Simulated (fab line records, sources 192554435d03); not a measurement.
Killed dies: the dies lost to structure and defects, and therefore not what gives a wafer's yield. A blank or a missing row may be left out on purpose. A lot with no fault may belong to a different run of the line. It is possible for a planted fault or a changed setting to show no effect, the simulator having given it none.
fab line records    flow n5Finfet
record lots=7  wafers=21
route steps=1938 shown MIM_TOP_LITHO@1843 PASSIVATION@1908
startH: start of the lot's first displayed wafer, in hours after the record's first day    waitH: hours elapsed since this lot's preceding step    " repeats the value in the row above    L1.1+2: a row that stands for several wafers    - value missing, or start not given    * or withheld: withheld    < > ~ a bound
route shown NAME@n: a module of which the file shows steps, and the number in the route of the first    usual: average and standard deviation across the fault-free wafers    same: alike in all rows    chamber/n: place in a boat    sites: readings site by site    _std_site: how widely they spread, as a standard deviation    _edge_site: outer sites' mean less inner sites'    radiusMm: how far each site lies from the wafer's centre    mask NAME#n: copy n    behind: the last tool/chamber to shape the wafer    hold: why the lot was held/for how many hours/how that ended    device: names the non-switching transistor (n, p or np)    end of line: the same wafers' tests at the end of the route    a step without rows: its recipe alone    killed: dies lost to structure and defects at the first sort, not the wafer's yield    map: a wafer's dies, marking killed ones x, the rest . and places with no die _
set.NAME: the setting that was run; set.NAME@STEP: the one run at that earlier step    model.NAME: the simulator's own value behind a step, which no gauge read
lots whose settings were changed on purpose; a table a step, a row a wafer
## steps
# step N5_MIM_TOP_LITHO_EXPOSE_05
# recipe maskId=MIM_TOP  na=0.55  sourceShape=conventional  sigmaOuter=0.8  polarization=unpolarized  targetCdNm=2000  doseMj=20.5
lot.wafer   tool           chamber  startH  waitH  mask       set.doseMj
L074.3+4    krfScanner-02  0        261.31  -      MIM_TOP#0  20.5
L074.6      "              0        "       "      MIM_TOP#0  22.01
L076.3+4    krfScanner-02  0        273.01  -      MIM_TOP#0  21.71
L076.6      "              0        "       "      MIM_TOP#0  20.5
L081.2+3    krfScanner-02  0        300.26  -      MIM_TOP#0  21.86
L081.4      "              0        "       "      MIM_TOP#0  20.5
L084.3+4+5  krfScanner-01  0        316.28  -      MIM_TOP#0  20.5
L094.4      krfScanner-02  0        378.30  -      MIM_TOP#0  20.05
L094.5+6    "              0        "       "      MIM_TOP#0  20.5
L096.4+5+6  krfScanner-01  0        389.71  -      MIM_TOP#0  20.5
L095.1+4+5  krfScanner-02  0        402.81  -      MIM_TOP#0  20.5
# step N5_MIM_TOP_LITHO_PEB_06
# recipe pebTempC=withheld  pebTimeS=*
# step N5_MIM_TOP_LITHO_DEVELOP_07
# recipe developTimeS=60  rinseLiquid=diw  dry=airSpin  devTempC=21
# step N5_MIM_TOP_LITHO_HARDBAKE_09
# recipe tempC=130  timeS=120
# step N5_MIM_TOP_LITHO_CD_MEAS_08
# recipe targetCdNm=2000  landingEnergyEv=500  detector=seInlens
# usual cdNm=1999.7/1.5
lot.wafer  tool      chamber  startH  waitH  set.doseMj@MIM_TOP_LITHO_EXPOSE_05  cdNm
L074.3     cdSem-03  0        261.48  -      20.5                                2001.1
L074.4     "         0        "       "      20.5                                2000.5
L074.6     "         0        "       "      22.01                               1987.3
L076.3     cdSem-01  0        273.18  -      21.71                               1989.8
L076.4     "         0        "       "      21.71                               1988.8
L076.6     "         0        "       "      20.5                                2000.1
L081.2     cdSem-03  0        300.43  -      21.86                               1989.9
L081.3     "         0        "       "      21.86                               1989.1
L081.4     "         0        "       "      20.5                                2001.3
L084.3     cdSem-02  0        316.45  -      20.5                                1997.6
L084.4     "         0        "       "      20.5                                1998.5
L084.5     "         0        "       "      20.5                                1999.5
L094.4     cdSem-02  0        378.46  -      20.05                               2003.4
L094.5     "         0        "       "      20.5                                1999.0
L094.6     "         0        "       "      20.5                                1998.1
L096.4     cdSem-03  0        389.87  -      20.5                                1996.0
L096.5     "         0        "       "      20.5                                1997.2
L096.6     "         0        "       "      20.5                                1996.9
L095.1     cdSem-02  0        402.99  -      20.5                                2001.6
L095.4     "         0        "       "      20.5                                1999.7
L095.5     "         0        "       "      20.5                                2001.5
# step N5_MIM_TOP_LITHO_DESCUM_10
# recipe chemistry=O2  timeS=7.9  sourcePowerW=50  biasPowerW=20  pressureMtorr=20  rfFrequencyHz=2.712e+07  tempC=40  o2FlowSccm=225
lot.wafer  tool        chamber  startH  waitH  set.doseMj@MIM_TOP_LITHO_EXPOSE_05  model.MIM_TOP_LITHO.cdNm
L074.3+4   rieDiel-01  0,3      261.57  0.0    20.5                                2001
L074.6     "           1        "       "      22.01                               -
L076.3     rieDiel-01  0        273.46  0.2    21.71                               1990
L076.4     "           1        "       "      21.71                               1989
L076.6     "           2        "       "      20.5                                -
L081.2     rieDiel-04  0        300.52  0.0    21.86                               1990
L081.3     "           1        "       "      21.86                               1989
L081.4     "           3        "       "      20.5                                2001
L084.3     rieDiel-04  1        316.54  0.0    20.5                                1998
L084.4     "           0        "       "      20.5                                1999
L084.5     "           3        "       "      20.5                                2000
L094.4     rieDiel-01  0        378.60  0.1    20.05                               2003
L094.5     "           2        "       "      20.5                                1999
L094.6     "           1        "       "      20.5                                1998
L096.4     rieDiel-01  1        390.27  0.3    20.5                                1996
L096.5+6   "           3,0      "       "      20.5                                1997
L095.1     rieDiel-01  3        403.10  0.1    20.5                                2002
L095.4     "           0        "       "      20.5                                2000
L095.5     "           3        "       "      20.5                                2001
# step N5_PASSIVATION_DESCUM_32
# recipe chemistry=O2  timeS=7.9  sourcePowerW=50  biasPowerW=20  pressureMtorr=20  rfFrequencyHz=2.712e+07  tempC=40  o2FlowSccm=225
lot.wafer   tool        chamber  startH  waitH  set.timeS
L074.3+6    rieDiel-01  1,0      268.17  0.0    7.058
L074.4      "           2        "       "      7.9
L076.3+4+6  rieDiel-01  0,3,2    277.96  0.0    7.9
L081.2+3    rieDiel-06  2,0      308.22  0.4    7.9
L081.4      "           2        "       "      7.138
L084.3+4    rieDiel-04  0,3      321.87  0.0    7.9
L084.5      "           2        "       "      8.914
L094.4+6    rieDiel-04  1,0      382.27  0.1    7.9
L094.5      "           2        "       "      6.402
L096.4+5+6  rieDiel-01  0,1,3    395.79  0.1    6.541
L095.1+4+5  rieDiel-04  2,1,1    409.07  0.5    7.9
# step N5_PASSIVATION_ETCH_59
# recipe chemistry=Cl2/BCl3  target=TaN  targetDepthA=650  timeS=34.9  ionEnergyEv=100  pressureMtorr=10  icpW=900  biasW=100  Cl2_flow_sccm=60  bcl3FlowSccm=30
lot.wafer  tool         chamber  startH  waitH  set.timeS  model.etch.depthNm
L074.3     rieMetal-02  1        268.69  0.2    41.76      78.49
L074.4     "            0        "       "      41.76      78.06
L074.6     "            0        "       "      41.76      78.41
L076.3     rieMetal-03  1        278.48  0.2    27.38      52.73
L076.4     "            0        "       "      34.9       65.93
L076.6     "            1        "       "      27.38      52.79
L081.2     rieMetal-03  0        308.70  0.3    34.9       66.13
L081.3     "            1        "       "      34.9       66.84
L081.4     "            0        "       "      28.46      54.09
L084.3     rieMetal-02  1        322.39  0.2    27.34      51.18
L084.4     "            0        "       "      34.9       65.5
L084.5     "            1        "       "      34.9       66.24
L094.4     rieMetal-01  1        382.75  0.2    27.89      52.36
L094.5     "            0        "       "      27.89      51.93
L094.6     "            1        "       "      34.9       65.38
L096.4     rieMetal-02  1        396.28  0.2    34.9       65.29
L096.5     "            1        "       "      34.9       65.14
L096.6     "            0        "       "      36.94      68.97
L095.1     rieMetal-02  0        409.56  0.3    34.9       66.45
L095.4     "            1        "       "      34.9       65.69
L095.5     "            1        "       "      34.9       66.56
# step N5_PASSIVATION_STRIP_34
# recipe chemistry=O2  powerW=600  tempC=60  pressureMtorr=30  rfFrequencyHz=6e+07  biasPowerW=0  overashFraction=2  o2FlowSccm=225
# step N5_PASSIVATION_STRIP_51
# recipe chemistry=postEtchResidueRemover  timeS=1200  tempC=72.5
# step N5_PASSIVATION_SRD_72
# recipe dry=ipaMarangoni  timeS=30  tempC=23  rinseLiquid=diw
# step N5_PASSIVATION_ANNEAL_56
# recipe tempC=400  timeS=1800  ambient=FGA  idleTempC=300  rampUpCPerMin=5  rampDownCPerMin=3
# step N5_PASSIVATION_PROBE_49
# usual defectLimitedYield=91.5/1.4  killed_at_M0_to_M3=33/10  killed_at_M4_up=13/5  killedAtContacts=13/5.6  killedAtFrontEnd=38/12  killedAtOther=3.9/2.7  killedDies=100/16  killedOpen=66/13  killedShort=32/7.2  sort_bin_4_leakage=0/0  sort_bin_5_function=5.0/0.97  sort_bin_6_memory=3.2/0.61  sortNPass=1080/16  sortYieldPct=91.5/1.4
# same grossDies=1180  killedAtBackSide=0  sort_bin_8_speed[%]=0
lot.wafer  tool       chamber  startH  waitH  set.timeS@PASSIVATION_DESCUM_32  defectLimitedYield[%]  killed_at_M0_to_M3  killed_at_M4_up  killedAtContacts  killedAtFrontEnd  killedAtOther  killedDies  killedOpen  killedShort  sort_bin_4_leakage[%]  sort_bin_5_function[%]  sort_bin_6_memory[%]  sortNPass  sortYieldPct[%]
L074.3     prober-02  -        273.21  0.1    7.058                            80.4                   159                 8                20                36                8              231         58          31           0                      16.1                    3.1                   949        80.4
L074.4     prober-02  -        273.26  0.2    7.9                              81.9                   163                 10               10                29                2              214         54          19           0                      15.2                    2.8                   966        81.9
L074.6     prober-02  -        273.36  0.3    7.058                            79.6                   182                 11               17                29                2              241         57          24           0                      17.6                    2.7                   939        79.6
L076.3     prober-01  -        283.21  0.1    7.9                              90.3                   37                  15               5                 15                43             115         49          27           0                      7.1                     2.4                   1065       90.3
L076.4     prober-01  -        283.26  0.2    7.9                              94.1                   25                  13               9                 22                1              70          46          22           0                      3.6                     2.1                   1110       94.1
L076.6     prober-01  -        283.36  0.3    7.9                              89.7                   28                  13               12                33                36             122         54          26           0                      7.2                     2.9                   1058       89.7
L081.2     prober-01  -        314.09  0.5    7.9                              82.1                   148                 13               11                36                3              211         59          24           72.46                  10.7                    6.4                   114        9.7
L081.3     prober-01  -        314.14  0.5    7.9                              85.2                   138                 12               1                 20                4              175         28          22           62.03                  8.6                     5.6                   273        23.1
L081.4     prober-01  -        314.19  0.6    7.138                            91.9                   32                  11               14                39                0              96          61          32           0                      5.1                     2.7                   1084       91.9
L084.3     prober-02  -        327.22  0.1    7.9                              69.8                   43                  110              12                41                150            356         61          40           19.15                  23.7                    5.9                   598        50.7
L084.4     prober-02  -        327.27  0.2    7.9                              92.5                   12                  16               18                41                1              88          58          29           0                      4.6                     2.7                   1092       92.5
L084.5     prober-02  -        327.32  0.2    8.914                            51.9                   485                 15               16                48                4              568         77          37           0                      43.2                    4.4                   612        51.9
L094.4     prober-01  -        387.42  0.2    7.9                              89.5                   43                  31               17                23                10             124         78          34           0                      6.2                     4.1                   1056       89.5
L094.5     prober-01  -        387.47  0.2    6.402                            85.2                   42                  19               5                 42                67             175         73          34           0                      11.2                    3.4                   1005       85.2
L094.6     prober-01  -        387.52  0.3    7.9                              88.1                   84                  22               6                 29                0              141         53          29           9.24                   6.6                     4.7                   930        78.8
L096.4     prober-01  -        400.82  0.2    6.541                            62.9                   33                  155              19                231               0              438         88          31           24.75                  28.1                    7.6                   450        38.1
L096.5     prober-01  -        400.87  0.2    6.541                            25.0                   38                  247              16                49                535            885         84          33           0                      18.4                    10.3                  295        25.0
L096.6     prober-01  -        400.92  0.3    6.541                            33.3                   55                  7                13                212               500            787         65          45           0                      19.5                    3.7                   393        33.3
L095.1     prober-02  -        414.29  0.0    7.9                              91.6                   20                  19               9                 49                2              99          70          29           0                      4.9                     3.1                   1081       91.6
L095.4     prober-02  -        414.44  0.2    7.9                              93.1                   12                  20               12                35                3              82          57          25           0                      4.2                     2.5                   1098       93.1
L095.5     prober-02  -        414.49  0.2    7.9                              91.5                   25                  17               13                41                4              100         63          36           0                      4.5                     3.4                   1080       91.5
# killed by level:class
L074.3 BEOL_M0_SAQP:areaAld=139 STI_FIN_REVEAL:geometricParticle:open=13 MOL_CONTACT_COAG:geometricParticle:open=11 MOL_CONTACT_COAG:geometricParticle:short=8 BEOL_M0_SAQP:geometricParticle:open=7 PAD_METAL:geometricParticle:short=6 FIN_SAQP:geometricParticle:open=5 BEOL_M2:geometricParticle:open=4
L074.4 BEOL_M0_SAQP:areaAld=141 STI_FIN_REVEAL:geometricParticle:open=14 MOL_CONTACT_COAG:geometricParticle:open=8 BEOL_M2:geometricParticle:open=7 STI_FIN_REVEAL:geometricParticle:short=4 BEOL_M1:geometricParticle:open=4 BEOL_M0_SAQP:geometricParticle:open=3 FIN_SAQP:geometricParticle:open=2
L074.6 BEOL_M0_SAQP:areaAld=158 MOL_CONTACT_COAG:geometricParticle:open=16 STI_FIN_REVEAL:geometricParticle:open=8 FIN_SAQP:geometricParticle:open=6 BEOL_M0_SAQP:geometricParticle:open=6 STI_FIN_REVEAL:geometricParticle:short=4 BEOL_M1:geometricParticle:open=4 BEOL_M4:geometricParticle:short=4
L076.3 PASSIVATION:areaEtch=39 BEOL_M0_SAQP:geometricParticle:open=14 BEOL_M0_SAQP:geometricParticle:short=8 FIN_SAQP:geometricParticle:open=6 FIN_SAQP:geometricParticle:short=5 BEOL_M2:geometricParticle:open=4 BEOL_M3:geometricParticle:open=4 BEOL_M4:geometricParticle:short=4
L076.4 MOL_CONTACT_COAG:geometricParticle:open=8 BEOL_M0_SAQP:geometricParticle:short=8 BEOL_M1:geometricParticle:open=6 BEOL_M0_SAQP:geometricParticle:open=6 BEOL_M4:geometricParticle:open=5 BEOL_M4:geometricParticle:short=5 STARTING-WAFER:geometricParticle:short=4 FIN_SAQP:geometricParticle:short=3
L076.6 PASSIVATION:areaEtch=30 STI_FIN_REVEAL:geometricParticle:open=12 MOL_CONTACT_COAG:geometricParticle:open=9 BEOL_M0_SAQP:areaAld=9 BEOL_M0_SAQP:geometricParticle:open=6 BEOL_M3:geometricParticle:open=6 BEOL_M4:geometricParticle:open=6 DUMMY_GATE:geometricParticle:open=5
L081.2 BEOL_M2:areaExpose=125 STI_FIN_REVEAL:geometricParticle:open=13 MOL_CONTACT_COAG:geometricParticle:open=10 STI_FIN_REVEAL:geometricParticle:short=5 BEOL_M3:geometricParticle:open=5 BEOL_M2:geometricParticle:open=4 STARTING-WAFER:geometricParticle:short=4 FIN_SAQP:geometricParticle:short=3
L081.3 BEOL_M2:areaExpose=121 BEOL_M4:geometricParticle:open=4 BEOL_M0_SAQP:geometricParticle:open=3 BEOL_M1:geometricParticle:open=3 BEOL_M3:geometricParticle:short=3 BEOL_M4:geometricParticle:short=3 STARTING-WAFER:geometricParticle:short=3 FIN_SAQP:geometricParticle:short=2
L081.4 STI_FIN_REVEAL:geometricParticle:open=10 MOL_CONTACT_COAG:geometricParticle:open=9 BEOL_M2:geometricParticle:open=9 DUMMY_GATE:geometricParticle:open=6 DUMMY_GATE:geometricParticle:short=5 MOL_CONTACT_COAG:geometricParticle:short=5 BEOL_M3:geometricParticle:open=5 BEOL_M0_SAQP:geometricParticle:open=4
L084.3 PASSIVATION:areaEtch=149 BEOL_M11:areaEtch=55 BEOL_M4:areaExpose=42 STI_FIN_REVEAL:geometricParticle:open=12 MOL_CONTACT_COAG:geometricParticle:open=8 FIN_SAQP:geometricParticle:short=7 BEOL_M0_SAQP:geometricParticle:short=7 BEOL_M1:geometricParticle:open=7
L084.4 MOL_CONTACT_COAG:geometricParticle:open=14 STI_FIN_REVEAL:geometricParticle:open=9 BEOL_M5:geometricParticle:open=7 FIN_SAQP:geometricParticle:short=6 BEOL_M1:geometricParticle:open=5 STARTING-WAFER:geometricParticle:open=5 FIN_SAQP:geometricParticle:open=4 GATE_CUT:geometricParticle:short=4
L084.5 BEOL_M0_SAQP:areaAld=444 MOL_CONTACT_COAG:geometricParticle:open=12 BEOL_M1:geometricParticle:open=11 STI_FIN_REVEAL:geometricParticle:open=8 FIN_SAQP:geometricParticle:short=7 BEOL_M0_SAQP:geometricParticle:short=7 BEOL_M3:geometricParticle:open=7 BEOL_M0_SAQP:geometricParticle:open=6
L094.4 BEOL_M4:geometricParticle:open=25 BEOL_M0_SAQP:geometricParticle:open=14 PASSIVATION:areaEtch=10 MOL_CONTACT_COAG:geometricParticle:open=9 BEOL_M0_SAQP:geometricParticle:short=7 MOL_CONTACT_COAG:geometricParticle:short=6 BEOL_M2:geometricParticle:open=6 FIN_SAQP:geometricParticle:short=4
L094.5 PASSIVATION:areaEtch=67 BEOL_M0_SAQP:geometricParticle:open=11 STI_FIN_REVEAL:geometricParticle:open=10 BEOL_M0_SAQP:geometricParticle:short=10 BEOL_M4:geometricParticle:open=10 FIN_SAQP:geometricParticle:open=6 BEOL_M2:geometricParticle:open=6 BEOL_M4:geometricParticle:short=6
L094.6 BEOL_M2:areaExpose=55 BEOL_M4:geometricParticle:open=10 FIN_SAQP:geometricParticle:short=8 BEOL_M3:geometricParticle:open=6 FIN_SAQP:geometricParticle:open=5 BEOL_M1:geometricParticle:open=5 BEOL_M2:geometricParticle:open=5 MOL_CONTACT_COAG:geometricParticle:open=4
L096.4 FIN_SAQP:areaAld=169 BEOL_M4:areaExpose=150 FIN_SAQP:geometricParticle:open=18 STI_FIN_REVEAL:geometricParticle:open=17 MOL_CONTACT_COAG:geometricParticle:open=14 BEOL_M3:geometricParticle:open=11 BEOL_M0_SAQP:geometricParticle:open=9 FIN_SAQP:geometricParticle:short=8
L096.5 MIM_TOP:areaSputter=531 BEOL_M4:areaExpose=237 MOL_CONTACT_COAG:geometricParticle:open=13 FIN_SAQP:geometricParticle:open=12 STI_FIN_REVEAL:geometricParticle:open=10 BEOL_M3:geometricParticle:open=10 BEOL_M0_SAQP:geometricParticle:open=9 FIN_SAQP:geometricParticle:short=8
L096.6 MIM_TOP:areaSputter=500 FIN_SAQP:areaAld=170 BEOL_M3:geometricParticle:open=21 FIN_SAQP:geometricParticle:short=15 BEOL_M0_SAQP:geometricParticle:short=14 MOL_CONTACT_COAG:geometricParticle:open=12 BEOL_M0_SAQP:geometricParticle:open=9 FIN_SAQP:geometricParticle:open=6
L095.1 FIN_SAQP:geometricParticle:open=17 BEOL_M4:geometricParticle:open=12 FIN_SAQP:geometricParticle:short=8 MOL_CONTACT_COAG:geometricParticle:open=8 BEOL_M0_SAQP:geometricParticle:open=6 DUMMY_GATE:geometricParticle:short=4 GATE_CUT:geometricParticle:short=4 BEOL_M3:geometricParticle:open=4
L095.4 FIN_SAQP:geometricParticle:open=12 BEOL_M4:geometricParticle:open=9 MOL_CONTACT_COAG:geometricParticle:open=8 FIN_SAQP:geometricParticle:short=4 STI_FIN_REVEAL:geometricParticle:open=4 MOL_CONTACT_COAG:geometricParticle:short=4 STARTING-WAFER:geometricParticle:open=4 BEOL_M1:geometricParticle:open=3
L095.5 MOL_CONTACT_COAG:geometricParticle:open=9 FIN_SAQP:geometricParticle:open=8 BEOL_M4:geometricParticle:open=8 FIN_SAQP:geometricParticle:short=6 GATE_CUT:geometricParticle:short=6 BEOL_M1:geometricParticle:open=6 BEOL_M3:geometricParticle:open=6 DUMMY_GATE:geometricParticle:open=5
## key
split step=N5_MIM_TOP_LITHO_EXPOSE_05  setting=doseMj  stated=20.5  by=wafer
response step=N5_MIM_TOP_LITHO_CD_MEAS_08  reading=cdNm  change=-1.83  per=1%  r=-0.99
response step=N5_MIM_TOP_LITHO_DESCUM_10  reading=model.MIM_TOP_LITHO.cdNm  change=-1.78  per=1%  r=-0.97
split step=N5_PASSIVATION_DESCUM_32  setting=timeS  stated=7.9  by=wafer
response step=N5_PASSIVATION_PROBE_49  reading=killed_at_M0_to_M3  shape=bent  atLowest=42  atStated=60  atHighest=485
split step=N5_PASSIVATION_ETCH_59  setting=timeS  stated=34.9  by=wafer
response step=N5_PASSIVATION_ETCH_59  reading=model.etch.depthNm  change=+0.653  per=1%  r=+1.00
